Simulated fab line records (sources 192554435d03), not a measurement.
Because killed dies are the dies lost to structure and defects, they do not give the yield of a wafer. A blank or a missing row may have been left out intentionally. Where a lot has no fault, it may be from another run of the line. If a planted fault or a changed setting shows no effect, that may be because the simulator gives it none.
A lot that was struck, set against a sound lot	flow n5-finfet	16 out of 1938 route steps
Sound: wafers L190.2, L190.3, L190.5. Struck: wafer L198.6 (left out: L198.3, L198.4 of the same lot, which were not struck); the cause appears at the end.
For every step that has rows: the tool of each side, followed by ch and its chambers, followed by its first start. Under that, the readings that differ: sound wafers	struck wafers	difference of the means	sigmas: that difference in standard deviations of wafers without a fault.
alike: same words and numbers on both sides, and readings whose means sit less than 2 such deviations apart. not compared: any withheld reading, any reading some wafer has no value for, any bound like >300 that may hide the same value, and any number with overlapping values for which the record gives no deviation.
A row with sigmas, a row that says differs or no value, or rows on one side alone: a step with any of these is where the two part. Non-overlapping numbers with no deviation appear without sigmas and do not part them. A reading missing from all wafers of one side parts the sides only when that side holds two or more wafers.

N5_FIN_CUT_OVL_MEAS_09:
  sound on overlay-02 ch 0, day 2 15:32; struck on overlay-02 ch 0, day 4 15:03
  alike: FIN_CUT_OVL
N5_FIN_CUT_INSPECT_10: inspects for defects (brightfield).
  sound: defect-inspect-01 at day 2 15:35; struck: defect-inspect-01 at day 4 15:06
  alike: raw-defect-count
N5_FIN_CUT_DESCUM_13: chemistry O2, time 7 s.
  sound on rie-diel-02 ch 0,2,3, day 2 15:52; struck on rie-diel-02 ch 1, day 4 15:08
reading	sound	struck	difference	sigmas
oes-product-au (a.u.)	0.92 0.80 0.91	0.71	-0.17	-2
  alike: drypump-motor-current-A, rf-vpp-V, showerhead-plenum-p-Torr, throttle-valve-pct
  not compared: rf-hours-counter-h
N5_FIN_CUT_ETCH_30: etches underlayer in N2/H2, target depth 13 nm, time 10.4 s.
  sound on rie-diel-02 ch 0,2,3, day 2 15:54; struck on rie-diel-02 ch 1, day 4 15:10
  alike: drypump-motor-current-A, etch-rf-on-time-s, oes-product-au, rf-vpp-V, showerhead-plenum-p-Torr, throttle-valve-pct
  not compared: rf-hours-counter-h
then, 5 steps without rows for these wafers: N5_FIN_CUT_ETCH_20 (etches SiARC in CF4, target depth 26 nm, time 43.3 s); N5_FIN_CUT_ETCH_21 (etches SOC in N2/H2, target depth 219 nm, overetch 43.8 nm, time 523.5 s); N5_FIN_CUT_STRIP_23 (strips in N2/H2); N5_FIN_CUT_STRIP_31 (strips in N2/H2); N5_FIN_CUT_STRIP_24 (strips in CF4).
N5_FIN_CUT_CUT_ETCH_26: etches SiNx in CH3F/O2, target depth 39 nm, time 55.7 s.
  sound on rie-diel-02 ch 0,2,3, day 2 16:19; struck on rie-diel-02 ch 1, day 4 15:34
  alike: drypump-motor-current-A, oes-product-au, rf-vpp-V, showerhead-plenum-p-Torr, throttle-valve-pct
  not compared: rf-hours-counter-h
then, 1 step without rows for these wafers: N5_FIN_CUT_CUT_ETCH_27 (etches SiO2 in CHF3/O2, target depth 4 nm, overetch 2 nm, time 4.9 s).
N5_FIN_CUT_PRECLEAN_35: cleans in vHF, time 13.3 s.
  sound on vapor-etch-02 ch 1, day 2 16:25; struck on vapor-etch-02 ch 1, day 4 15:42
  alike: drypump-motor-current-A
N5_FIN_CUT_CUT_ETCH_15: etches Si in HBr/Cl2/O2, target depth 100 nm, bt time 10 s, time 42.4 s.
  sound on rie-si-03 ch 0,3, day 2 16:30; struck on rie-si-01 ch 2, day 4 15:46
reading	sound	struck	difference	sigmas
model.etch.depth-nm (nm)	99.89 97.85 100	90.93	-8.32	
model.FIN_CUT.feature-depth-nm (nm)	99.8 97.8 100	91	-8	
model.SOC_of_FIN_CUT_COAT_18.thk-nm (nm)	170.2 170.8 170	171.4	+1.1	
  alike: drypump-motor-current-A, oes-product-au, throttle-valve-pct
  not compared: rf-hours-counter-h
N5_FIN_CUT_CUT_ETCH_28: etches Si in HBr/Cl2/O2, target depth 6 nm, time 2.4 s.
  sound on rie-si-03 ch 0,3, day 2 16:33; struck on rie-si-01 ch 2, day 4 15:49
reading	sound	struck	difference	sigmas
model.SOC_of_FIN_CUT_COAT_18.thk-nm (nm)	168.6 169 168.4	169.8	+1.1	
  alike: drypump-motor-current-A, oes-product-au, throttle-valve-pct
  not compared: rf-hours-counter-h
N5_FIN_CUT_STRIP_22: strips in N2/H2.
  sound on rie-diel-05 ch 2, day 2 16:37; struck on rie-diel-02 ch 1, day 4 15:53
  alike: drypump-motor-current-A, oes-product-au, rf-vpp-V, showerhead-plenum-p-Torr, throttle-valve-pct
  not compared: rf-hours-counter-h
-- a jump in the record: the struck wafers' starts before and after are 6 days apart (it breaks off in module FIN_CUT and resumes in module BEOL_M4, where the first step shown is number 1111 of the route) --
N5_BEOL_M4_RC_MEAS_101:
  sound on prober-01 ch 0, day 8 09:57; struck on prober-02 ch 0, day 10 11:17
  alike: DIBL_N, DIBL_P, IOFF_N, IOFF_P, ION_N, ION_P, SS_N, SS_P, VT_N, VT_P

== WHERE THEY PART ==
At N5_FIN_CUT_DESCUM_13 and nowhere else, as far as this record goes. Later steps at which nothing parts them and some readings are alike: N5_FIN_CUT_ETCH_30, N5_FIN_CUT_CUT_ETCH_26, N5_FIN_CUT_PRECLEAN_35, N5_FIN_CUT_CUT_ETCH_15, N5_FIN_CUT_CUT_ETCH_28, N5_FIN_CUT_STRIP_22, N5_BEOL_M4_RC_MEAS_101.

WHY: the cause the simulator had injected
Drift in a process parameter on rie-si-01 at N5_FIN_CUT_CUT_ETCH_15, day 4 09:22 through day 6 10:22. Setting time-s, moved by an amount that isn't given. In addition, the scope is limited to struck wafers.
